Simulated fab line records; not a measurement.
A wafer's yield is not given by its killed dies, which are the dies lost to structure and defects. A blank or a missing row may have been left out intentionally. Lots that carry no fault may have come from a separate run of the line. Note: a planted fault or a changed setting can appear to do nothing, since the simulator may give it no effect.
Split-lot experiment | flow n5 finfet | 7 lots, 39 wafers read, on a route of 1938 steps

## THE SPLIT ITSELF
At N5_DUMMY_GATE_ETCH_32 (etches SiO2 in CF4, target depth 3.5 nm, time 3.9 s), the setting time s was moved away from the recipe's 3.9 s on 12 of the 39 wafers read, by -20.8% to +10.6%. This setting was run at the recipe's value on the other wafers.

The reading is taken at the split's own step.

## THE READING
etch.depth nm (the simulator's own value, which no gauge read), in nm, at N5_DUMMY_GATE_ETCH_32 (etches SiO2 in CF4, target depth 3.5 nm, time 3.9 s). The file gives no usual value for it. Here, 27 wafers ran the recipe; their average is 3.488 nm with a standard deviation of 0.041 nm.

wafer  | tool, chamber at the split | time s as run, s | against the recipe | etch.depth nm, nm | against lot-mates on the recipe
L074.1 | rie si-04, 0               | 4.312            | +10.6%             | 3.872             | +0.415
L074.2 | rie si-04, 1               | 3.9              | recipe             | 3.452             | -
L074.3 | rie si-04, 3               | 4.312            | +10.6%             | 3.804             | +0.347
L074.4 | rie si-04, 2               | 4.312            | +10.6%             | 3.887             | +0.430
L074.5 | rie si-04, 1               | 3.9              | recipe             | 3.424             | -
L074.6 | rie si-04, 2               | 3.9              | recipe             | 3.496             | -
L080.1 | rie si-06, 0               | 3.9              | recipe             | 3.531             | -
L080.2 | rie si-06, 1               | 4.273            | +9.6%              | 3.747             | +0.255
L080.3 | rie si-06, 2               | 3.9              | recipe             | 3.502             | -
L080.4 | rie si-06, 3               | 3.9              | recipe             | 3.442             | -
L080.5 | rie si-06, 3               | 4.273            | +9.6%              | 3.739             | +0.247
L080.6 | rie si-06, 0               | 4.273            | +9.6%              | 3.868             | +0.376
L081.1 | rie si-04, 0               | 3.9              | recipe             | 3.503             | -
L081.2 | rie si-04, 3,1             | 3.9              | recipe             | 3.467             | -
L081.5 | rie si-04, 3,1             | 3.9              | recipe             | 3.467             | -
L081.3 | rie si-04, 1               | 3.9              | recipe             | 3.466             | -
L081.4 | rie si-04, 3               | 3.9              | recipe             | 3.491             | -
L081.6 | rie si-04, 0               | 3.9              | recipe             | 3.516             | -
L082.1 | rie si-06, 1               | 4.258            | +9.2%              | 3.765             | +0.310
L082.2 | rie si-06, 2               | 4.258            | +9.2%              | 3.797             | +0.342
L082.3 | rie si-06, 1               | 3.9              | recipe             | 3.411             | -
L082.4 | rie si-06, 2               | 3.9              | recipe             | 3.482             | -
L082.5 | rie si-06, 1               | 4.258            | +9.2%              | 3.742             | +0.287
L082.6 | rie si-06, 2               | 3.9              | recipe             | 3.472             | -
L083.1 | rie si-04, 0               | 3.9              | recipe             | 3.504             | -
L083.2 | rie si-04, 2               | 3.088            | -20.8%             | 2.807             | -0.693
L083.3 | rie si-04, 1               | 3.9              | recipe             | 3.45              | -
L083.4 | rie si-04, 2               | 3.9              | recipe             | 3.545             | -
L083.5 | rie si-04, 1               | 3.088            | -20.8%             | 2.733             | -0.767
L083.6 | rie si-04, 0               | 3.088            | -20.8%             | 2.771             | -0.729
L091.1 | rie si-02, 1,2             | 3.9              | recipe             | 3.563             | -
L091.3 | rie si-02, 1,2             | 3.9              | recipe             | 3.563             | -
L091.6 | rie si-02, 1               | 3.9              | recipe             | 3.526             | -
L097.1 | rie si-06, 1               | 3.9              | recipe             | 3.455             | -
L097.2 | rie si-06, 3               | 3.9              | recipe             | 3.443             | -
L097.3 | rie si-06, 2               | 3.9              | recipe             | 3.548             | -
L097.4 | rie si-06, 3               | 3.9              | recipe             | 3.439             | -
L097.5 | rie si-06, 2               | 3.9              | recipe             | 3.513             | -
L097.6 | rie si-06, 1               | 3.9              | recipe             | 3.512             | -
If several chambers appear in one row, that row covers several wafers at once and the file leaves open which wafer was in which chamber.

THE FIT
A straight line over all 39 wafers: etch.depth nm changes by +0.0337 nm for each +1% of time s; r = +0.99; the points scatter about the line by 0.043 nm.
The same after taking each lot's own level away (the mean of its wafers on the recipe; 39 wafers): +0.0348 nm for each +1%; r = +0.99; scatter 0.038 nm.
On that fit, the largest move of time s shifts the reading by 0.72 nm.
The lots' own levels span 3.4550 to 3.5507 nm, that is 2.3 times the standard deviation above.
Hence the lot-to-lot level has little effect on the slope; both slopes agree.
Check: with one of the wafers moved furthest among these (-20.8%) left out of the fit, the line predicts -0.736 nm for it against its lot-mates. It came out at -0.693 nm against them.

## OTHER SPLITS ON THESE WAFERS
Other splits were also applied to these wafers ahead of the reading. Each is held against what the fit with the lots' levels taken away leaves over:
other split on the same wafers       | wafers away from the commonest value | r with etch.depth nm (lot level and that fit taken away)
N5_DUMMY_GATE_EXPOSE_12 dose mj      | 15                                   | +0.18
N5_DUMMY_GATE_ETCH_37 source w       | 15                                   | +0.10
N5_DUMMY_GATE_ETCH_31 target depth a | 15                                   | +0.03

## THE FILE'S OWN FIT
etch.depth nm changes by +0.0348 nm for each +1% of time s, r = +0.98.
